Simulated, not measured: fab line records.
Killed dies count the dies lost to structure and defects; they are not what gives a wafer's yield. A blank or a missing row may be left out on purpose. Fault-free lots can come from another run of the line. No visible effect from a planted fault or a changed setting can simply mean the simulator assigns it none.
Which tool is to blame? | flow nand_harc | Sampling: 12 lots, 36 wafers, 8 of 1302 route steps

== WHAT THE GAUGES SHOWED, per wafer ==
NHARC_A_ONON_D1_THK_MEAS_24: measures by ellipsometry.
lot  | measured     | on            | thk_nm (nm)
L496 | day 8 12:03  | film_metro-02 | 997 996 997
L497 | day 9 00:04  | film_metro-01 | 985 986 985
L498 | day 9 10:16  | film_metro-01 | 1000 1000 1000
L499 | day 9 16:52  | film_metro-01 | 1002 1000 1002
L501 | day 11 02:14 | film_metro-01 | 1000 1000 1003
L503 | day 11 14:52 | film_metro-01 | 996 996 996
L510 | day 14 19:55 | film_metro-02 | 1009 1009 1009
L511 | day 15 04:20 | film_metro-01 | 1000 1001 998
L512 | day 15 04:20 | film_metro-02 | 988 987 987
L513 | day 15 15:14 | film_metro-02 | 1010 1010 1009
L516 | day 16 16:10 | film_metro-01 | 997 997 998
L517 | day 17 05:01 | film_metro-01 | 1013 1013 1015

NHARC_A_CHANNEL_HOLE_D1_CD_MEAS_10 targets a cd of 100 nm.
lot  | measured     | on        | cd_nm (nm)
L496 | day 8 16:32  | cd_sem-03 | 99.7 99.1 99.2
L497 | day 9 04:44  | cd_sem-02 | 99.3 99.6 99.2
L498 | day 9 21:09  | cd_sem-03 | 99.8 98.7 98.7
L499 | day 10 00:12 | cd_sem-02 | 99.6 99.9 99.7
L501 | day 11 06:51 | cd_sem-02 | 95.9 95.1 96.2
L503 | day 11 22:43 | cd_sem-02 | 94.8 95.5 94.8
L510 | day 15 00:18 | cd_sem-02 | 99.4 99.6 100.1
L511 | day 15 09:14 | cd_sem-01 | 98.9 99.6 98.9
L512 | day 15 09:28 | cd_sem-02 | 99.4 99.9 99.6
L513 | day 15 19:36 | cd_sem-02 | 99.3 99.4 99.6
L516 | day 17 04:41 | cd_sem-03 | 99.6 100.4 100.7
L517 | day 17 09:23 | cd_sem-02 | 99.3 99.9 98.9

NHARC_A_CHANNEL_HOLE_D1_OVL_MEAS_11.
lot  | measured     | on         | overlay_x_nm (nm) | overlay_y_nm (nm)
L496 | day 8 16:38  | overlay-02 | 0.2 0.2 0.6       | -0.8 -1.6 -1.1
L497 | day 9 04:49  | overlay-02 | -0.8 -0.7 -0.4    | -0.1 0.1 0.2
L498 | day 9 21:14  | overlay-02 | -0.1 -0.4 -0.2    | 0.7 0.7 1.0
L499 | day 10 00:17 | overlay-02 | 0.2 0.3 -0.4      | -1.4 -1.6 -1.7
L501 | day 11 06:56 | overlay-01 | -0.9 -0.9 -0.6    | 0.2 0.6 0.0
L503 | day 11 22:48 | overlay-02 | -0.8 -0.5 -0.6    | -2.0 -1.4 -2.0
L510 | day 15 00:23 | overlay-02 | -0.6 -1.1 -1.3    | -0.6 -0.7 -0.4
L511 | day 15 09:20 | overlay-02 | -0.7 -1.0 -0.8    | 0.0 0.1 0.2
L512 | day 15 09:33 | overlay-01 | 0.1 0.0 -0.4      | -1.1 -0.7 -1.2
L513 | day 15 19:41 | overlay-01 | 0.0 0.2 0.1       | -0.5 -0.3 -1.2
L516 | day 17 04:46 | overlay-02 | -0.4 -0.2 0.0     | 0.5 -0.1 -0.2
L517 | day 17 09:28 | overlay-02 | 1.0 0.9 0.9       | 1.4 1.3 1.5

NHARC_A_CHANNEL_HOLE_D1_CD_MEAS_18.
lot  | measured     | on        | cd_nm (nm)
L496 | day 8 17:52  | cd_sem-02 | 99.0 97.2 100.0
L497 | day 9 06:07  | cd_sem-02 | 99.2 96.5 99.0
L498 | day 9 22:27  | cd_sem-02 | 99.2 100.2 100.5
L499 | day 10 01:29 | cd_sem-03 | 103.3 98.9 98.7
L501 | day 11 08:24 | cd_sem-02 | 95.3 94.0 96.2
L503 | day 12 00:01 | cd_sem-02 | 89.6 95.7 91.7
L510 | day 15 01:37 | cd_sem-02 | 99.6 98.0 101.9
L511 | day 15 10:32 | cd_sem-02 | 101.7 99.8 98.4
L512 | day 15 10:46 | cd_sem-03 | 95.9 96.8 99.2
L513 | day 15 20:53 | cd_sem-01 | 100.7 101.4 99.2
L516 | day 17 05:58 | cd_sem-02 | 99.4 101.6 101.7
L517 | day 17 10:41 | cd_sem-03 | 98.4 102.4 98.1

NHARC_A_CHANNEL_HOLE_D1_CD_MEAS_30.
lot  | measured     | on        | cd_nm (nm)
L496 | day 9 00:29  | cd_sem-02 | 90.4 89.1 89.4
L497 | day 9 11:44  | cd_sem-03 | 91.2 87.6 90.1
L498 | day 10 06:47 | cd_sem-03 | 90.1 87.9 89.3
L499 | day 10 07:24 | cd_sem-02 | 89.5 88.1 90.7
L501 | day 11 14:01 | cd_sem-02 | 83.8 85.1 85.5
L503 | day 12 05:37 | cd_sem-03 | 85.1 85.0 84.8
L510 | day 15 07:11 | cd_sem-03 | 90.7 90.5 90.5
L511 | day 15 18:05 | cd_sem-01 | 88.5 89.0 91.0
L512 | day 16 02:01 | cd_sem-02 | 90.8 91.4 88.7
L513 | day 16 02:35 | cd_sem-01 | 90.2 89.8 89.9
L516 | day 17 13:45 | cd_sem-03 | 89.4 90.7 90.6
L517 | day 17 19:09 | cd_sem-02 | 88.1 89.0 89.0

NHARC_END_SORT_01.
lot  | measured     | on        | killed_at_array | killed_at_other | killed_at_periphery | killed_dies | killed_open | killed_short
L496 | day 25 01:00 | prober-01 | 82 76 62        | 0 1 2           | 1 3 4               | 83 80 68    | 5 3 6       | 2 2 3
L497 | day 25 13:47 | prober-01 | 22 25 34        | 2 4 1           | 3 7 4               | 27 36 39    | 0 3 3       | 2 3 7
L498 | day 26 06:37 | prober-02 | 36 44 38        | 0 0 0           | 4 4 5               | 40 48 43    | 4 0 4       | 4 3 1
L499 | day 25 12:58 | prober-02 | 57 64 64        | 1 0 0           | 7 5 5               | 65 69 69    | 3 3 3       | 5 5 1
L501 | day 27 11:46 | prober-01 | 50 56 64        | 1 0 0           | 3 2 3               | 54 58 67    | 3 0 2       | 1 1 1
L503 | day 28 04:57 | prober-02 | 94 99 86        | 1 2 3           | 2 6 3               | 97 107 92   | 3 1 7       | 3 4 5
L510 | day 30 16:39 | prober-02 | 55 63 52        | 1 0 0           | 3 1 2               | 59 64 54    | 4 0 3       | 1 2 4
L511 | day 31 15:16 | prober-02 | 75 75 82        | 1 0 1           | 0 5 3               | 76 80 86    | 0 7 3       | 2 9 5
L512 | day 32 17:53 | prober-01 | 46 35 40        | 5 2 2           | 8 5 6               | 59 42 48    | 5 5 4       | 1 3 0
L513 | day 31 14:25 | prober-01 | 46 41 45        | 1 0 2           | 11 3 5              | 58 44 52    | 4 2 6       | 2 3 2
L516 | day 33 11:52 | prober-01 | 93 90 86        | 2 4 2           | 3 5 2               | 98 99 90    | 3 4 2       | 1 0 0
L517 | day 33 16:25 | prober-02 | 60 75 84        | 2 1 1           | 2 1 1               | 64 77 86    | 4 1 2       | 2 1 2

== TOOL THAT RAN EACH LOT (tool first, then ch and the chambers of the sampled wafers, then the start) ==
lot  | NHARC_A_CHANNEL_HOLE_D1_PEB_08    | NHARC_A_CHANNEL_HOLE_D1_XSEM_31
L496 | litho_track-04 ch 0, day 8 16:28  | xsem-02 ch 0, day 9 00:35
L497 | litho_track-01 ch 0, day 9 04:39  | xsem-02 ch 0, day 9 11:49
L498 | litho_track-04 ch 0, day 9 21:04  | xsem-01 ch 0, day 10 06:53
L499 | litho_track-01 ch 0, day 10 00:07 | xsem-02 ch 0, day 10 07:29
L501 | litho_track-04 ch 0, day 11 06:46 | xsem-01 ch 0, day 11 14:06
L503 | litho_track-04 ch 0, day 11 22:38 | xsem-02 ch 0, day 12 05:43
L510 | litho_track-06 ch 0, day 15 00:13 | xsem-01 ch 0, day 15 07:16
L511 | litho_track-04 ch 0, day 15 09:10 | xsem-02 ch 0, day 15 18:10
L512 | litho_track-04 ch 0, day 15 09:23 | xsem-02 ch 0, day 16 02:06
L513 | litho_track-04 ch 0, day 15 19:31 | xsem-01 ch 0, day 16 02:40
L516 | litho_track-01 ch 0, day 17 04:36 | xsem-02 ch 0, day 17 13:51
L517 | litho_track-04 ch 0, day 17 09:18 | xsem-02 ch 0, day 17 19:14
- NHARC_A_CHANNEL_HOLE_D1_PEB_08: peb time 65 s.
- NHARC_A_CHANNEL_HOLE_D1_XSEM_31

== AS READ BY THE TOOLS THEMSELVES (means over the sampled wafers that have a number; for cases with no such wafer, the mark the record gives instead) ==
NHARC_A_CHANNEL_HOLE_D1_PEB_08.
lot  | tool           | exhaust_pa (Pa) | heater_power_total_W (W) | plate_temp_C (C)
L496 | litho_track-04 | 45.5            | 156.2                    | 100.12
L497 | litho_track-01 | 44.9            | 156.6                    | 100.03
L498 | litho_track-04 | 44.6            | 156.4                    | 99.96
L499 | litho_track-01 | 45.4            | 156.5                    | 100.20
L501 | litho_track-04 | 44.1            | 153.8                    | 98.75
L503 | litho_track-04 | 45.1            | 153.3                    | 98.60
L510 | litho_track-06 | 45.7            | 156.6                    | 100.10
L511 | litho_track-04 | 44.6            | 156.6                    | 100.04
L512 | litho_track-04 | 45.0            | 156.6                    | 99.96
L513 | litho_track-04 | 45.1            | 156.5                    | 100.05
L516 | litho_track-01 | 44.9            | 156.7                    | 100.02
L517 | litho_track-04 | 45.3            | 156.3                    | 100.04

NHARC_A_CHANNEL_HOLE_D1_XSEM_31.
lot  | tool    | bot_cd_nm (nm) | bow_nm (nm) | tilt_deg (degrees)
L496 | xsem-02 | 74.1           | 9.02        | 0.103
L497 | xsem-02 | 74.3           | 8.15        | 0.046
L498 | xsem-01 | 72.9           | 8.06        | 0.053
L499 | xsem-02 | 73.3           | 8.42        | 0.114
L501 | xsem-01 | 69.6           | 8.58        | 0.062
L503 | xsem-02 | 69.8           | 8.57        | 0.075
L510 | xsem-01 | 75.5           | 8.66        | 0.031
L511 | xsem-02 | 73.8           | 8.53        | 0.086
L512 | xsem-02 | 73.9           | 8.37        | 0.089
L513 | xsem-01 | 75.4           | 9.04        | 0.037
L516 | xsem-02 | 74.5           | 8.28        | 0.075
L517 | xsem-02 | 73.0           | 8.07        | 0.029

== THE ANSWER, worked out from the rows above alone ==
Rule: usual is defined by the lots themselves. Put in order of their means at a reading, lots are off if they are a third of the lots or fewer, leave a main group of 4 or more, and stand apart from it by a gap of 3 or more times the standard deviation of the main group's means; of several such gaps the widest counts. The tables above print the reading to a certain number of digits; a main group whose means all agree to those digits is not used. A lot without any number at a reading at which 4 lots or more have one is off too. The other lots that the step has rows for count as sound. Order of review: gauges by route order, followed by the tools' own readings, for which a lot's mean as printed above is used. The first step at which some lot is off is used, and at that step the reading that is off furthest; a lot without a number counts as furthest.
Off: L501, L503 (NHARC_A_CHANNEL_HOLE_D1_CD_MEAS_10, cd_nm). Mean 99.5 nm and standard deviation 0.32 in the main group.
A tool fits if, at a process step before that reading, it ran every lot that is off, and no sound lot after the first of them. Not tried: the gauges at NHARC_A_CHANNEL_HOLE_D1_CD_MEAS_10; whatever is off there is also off at NHARC_A_CHANNEL_HOLE_D1_PEB_08, on other tools, and gauge error can't account for it. No candidate that was tried fits.

== WHAT HAD BEEN PUT IN BY THE SIMULATOR ==
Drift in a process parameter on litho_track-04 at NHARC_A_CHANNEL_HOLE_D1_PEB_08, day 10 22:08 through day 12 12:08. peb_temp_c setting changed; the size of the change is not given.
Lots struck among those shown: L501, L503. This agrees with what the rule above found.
